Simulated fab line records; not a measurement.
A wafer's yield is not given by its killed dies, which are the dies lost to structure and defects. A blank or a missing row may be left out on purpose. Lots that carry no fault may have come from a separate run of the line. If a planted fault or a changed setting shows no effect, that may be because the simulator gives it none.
Chamber matching ; flow nand-harc ; NHARC_A_STAIRCASE_CMP_152 on cmp-03 has 4 sister chambers
The step polishes. 14 wafers are shown with their chamber, then 7 later ones without.

WAFERS WITH THEIR CHAMBER
wafer;chamber;motor-current-A (A);slurry-filter-dp-kPa (kPa)
L075.2;2;15.8;13.41
L075.4;3;12.7;13.32
L075.5;2;14.6;13.46
L077.2;3;11.9;13.60
L077.3;1;11.5;13.41
L077.6;0;12.0;13.66
L079.1;3;11.6;13.34
L079.2;2;14.5;13.62
L079.4;0;12.4;13.51
L080.3;1;11.0;13.47
L080.5;2;14.7;13.56
L080.6;3;11.6;13.41
L081.1;0;12.4;13.58
L081.4;3;11.6;13.54

SIGNATURES, as means of the wafers listed above
reading;chamber 0;chamber 1;chamber 2;chamber 3;scatter within a chamber
motor-current-A;12.267;11.250;14.900;11.880;0.473
slurry-filter-dp-kPa;13.5833;13.4400;13.5125;13.4420;0.101
Rule: distance of a wafer from a chamber = root of the sum over the readings of ((wafer's reading minus chamber's mean) / reading's scatter) squared. The wafer belongs to the nearest chamber; if the next one is less than 2 further off, it can't be placed. How the scatter is found: for the shown wafers, subtract from each reading the mean of its chamber, square and add these, divide the total by (wafers less chambers), then take the root.

WAFERS WITHOUT THEIR CHAMBER
wafer;motor-current-A (A);slurry-filter-dp-kPa (kPa)
L081.6;10.7;13.65
L086.2;12.4;13.27
L086.4;10.9;13.39
L086.6;12.5;13.30
L090.2;10.6;13.68
L090.3;11.6;13.68
L090.5;10.6;13.66

EACH ONE'S CHAMBER
wafer;from the rows above;in truth
L081.6;can't be placed: 1 or 3 or 0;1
L086.2;can't be placed: 3 or 1 or 0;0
L086.4;can't be placed: 1 or 3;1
L086.6;can't be placed: 3 or 0 or 1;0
L090.2;can't be placed: 1 or 3 or 0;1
L090.3;can't be placed: 0 or 3 or 1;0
L090.5;can't be placed: 1 or 3 or 0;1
Placed correctly: 0 of 7. These rows do not allow placing 7 (true chamber among the candidates in 7). Placed wrongly: 0.
